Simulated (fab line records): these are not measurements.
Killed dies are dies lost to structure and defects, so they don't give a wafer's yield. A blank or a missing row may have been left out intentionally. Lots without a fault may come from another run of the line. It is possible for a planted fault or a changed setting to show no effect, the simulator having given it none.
Which tool did it? -- flow n5 finfet -- 33 wafers from 11 lots sampled at 3 of the route's 1938 steps

WHAT THE GAUGES SHOWED, per wafer
N5_PASSIVATION_INSPECT_67: inspects for defects (macro).
lot,measured,on,raw defect count
L641,day 13 11:46,defect inspect-01,4 3 3
L642,day 14 02:36,defect inspect-02,3 4 1
L647,day 14 07:23,defect inspect-02,4 2 2
L648,day 14 17:13,defect inspect-02,1 2 2
L646,day 15 08:31,defect inspect-02,2 2 1
L649,day 15 09:07,defect inspect-01,3 1 3
L650,day 15 08:25,defect inspect-02,1 3 3
L652,day 16 13:35,defect inspect-01,2 2 2
L658,day 17 01:49,defect inspect-01,2 2 1
L657,day 18 02:44,defect inspect-01,3 2 2
L662,day 18 08:35,defect inspect-01,3 2 4

WHICH TOOL RAN EACH LOT (tool, then ch and the chambers of the sampled wafers, then the start)
lot,N5_BEOL_M7_DEP_56,N5_PASSIVATION_ETCH_59
L641,"pecvd-04 ch 0,1,2, day 9 20:29","rie metal-01 ch 0,1, day 13 10:26"
L642,"pecvd-01 ch 1,2, day 10 15:58","rie metal-03 ch 0,1, day 14 01:09"
L647,"pecvd-01 ch 0,2, day 11 08:36","rie metal-01 ch 0,1, day 14 06:09"
L648,"pecvd-04 ch 0,1, day 11 16:50","rie metal-03 ch 0,1, day 14 15:50"
L646,"pecvd-04 ch 0,1,2, day 12 05:01","rie metal-02 ch 1, day 15 07:16"
L649,"pecvd-02 ch 0,1,2, day 12 10:24","rie metal-03 ch 0,1, day 15 07:44"
L650,"pecvd-01 ch 0,1,2, day 12 13:10","rie metal-03 ch 0,1, day 15 06:55"
L652,"pecvd-02 ch 0,1,2, day 13 13:27","rie metal-02 ch 0,1, day 16 12:25"
L658,"pecvd-02 ch 0,1,2, day 14 03:43","rie metal-03 ch 0,1, day 17 00:29"
L657,"pecvd-01 ch 0,1,2, day 14 21:12","rie metal-02 ch 0,1, day 18 01:19"
L662,"pecvd-04 ch 1,2, day 15 02:19","rie metal-02 ch 1, day 18 07:05"
- N5_BEOL_M7_DEP_56: deposits SiCN from 3MS/NH3, target thk 10 nm, time 17.5 s.
- N5_PASSIVATION_ETCH_59: etches TaN in Cl2/BCl3, target depth 65 nm, time 34.9 s.

THE ANSWER, worked out from the rows above alone
Rule: what is usual is taken from the lots themselves. Put in order of their means at a reading, lots are off if they are a third of the lots or fewer, leave a main group of 4 or more, and stand apart from it by a gap of 3 or more times the standard deviation of the main group's means; of several such gaps the widest counts. Not used: any main group whose means are identical at the precision the tables above print for the reading. A lot without any number at a reading at which 4 lots or more have one is off too. Any other lot the step has rows for is counted as sound.
Across all readings shown, no lot is off: no conclusion can be drawn from this.

WHAT HAD BEEN PUT IN BY THE SIMULATOR
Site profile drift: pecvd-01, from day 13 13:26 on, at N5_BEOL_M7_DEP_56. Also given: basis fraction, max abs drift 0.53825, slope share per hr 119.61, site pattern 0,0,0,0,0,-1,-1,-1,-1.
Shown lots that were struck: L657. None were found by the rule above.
